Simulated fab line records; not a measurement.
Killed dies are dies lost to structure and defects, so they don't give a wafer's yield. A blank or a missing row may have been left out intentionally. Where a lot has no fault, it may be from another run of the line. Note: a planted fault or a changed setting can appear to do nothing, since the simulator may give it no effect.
One fault seen from 2 desks -- flow n5Finfet -- only its own numbers are on each desk; what lay behind them is given at the end

## DESK OF THE TOOL OWNER: pvdSputter-03
The tool's own readings at N5_BEOL_M13_SPUTTER_43 (material TaN, target thk 15 nm, time 24.19 s): means of the sampled wafers that have a number, for each lot that ran on this tool. If a lot's mean is further than 4 standard deviations from the usual mean, the lot is out of limits and carries the mark OUT (the distance appears in the brackets).
Columns: A = substrateTempC at N5_BEOL_M13_SPUTTER_43, usual 49.99 C; B = throttleValvePct at N5_BEOL_M13_SPUTTER_43, usual 29.7 %
lot,first seen here,A,B
L667,day 11 22:19,50.00,30.0
L674,day 13 11:13,49.84,28.9
L680,day 15 15:27,50.10,29.6
Finding of this desk: none of the 3 lots has anything out of limits.

## METROLOGY DESK
What the gauges read, lot by lot, whatever tool the lot ran on: means of the sampled wafers that have a number. If a lot's mean is further than 4 standard deviations from the usual mean, the lot is out of limits and carries the mark OUT (the distance appears in the brackets).
Columns: A = trenchDepthNm at N5_BEOL_M13_OCD_MEAS_35, usual 414 nm
lot,first seen here,A
L667,day 11 21:43,406
L674,day 13 10:17,419
L680,day 15 09:47,417
L685,day 16 03:55,415
L687,day 16 08:59,412
Finding of this desk: none of the 5 lots has anything out of limits.

## ALL TOGETHER
Nothing out of limits was seen by the tool owner's desk.
The metrology desk saw nothing out of limits.

## WHAT HAD BEEN PUT IN BY THE SIMULATOR
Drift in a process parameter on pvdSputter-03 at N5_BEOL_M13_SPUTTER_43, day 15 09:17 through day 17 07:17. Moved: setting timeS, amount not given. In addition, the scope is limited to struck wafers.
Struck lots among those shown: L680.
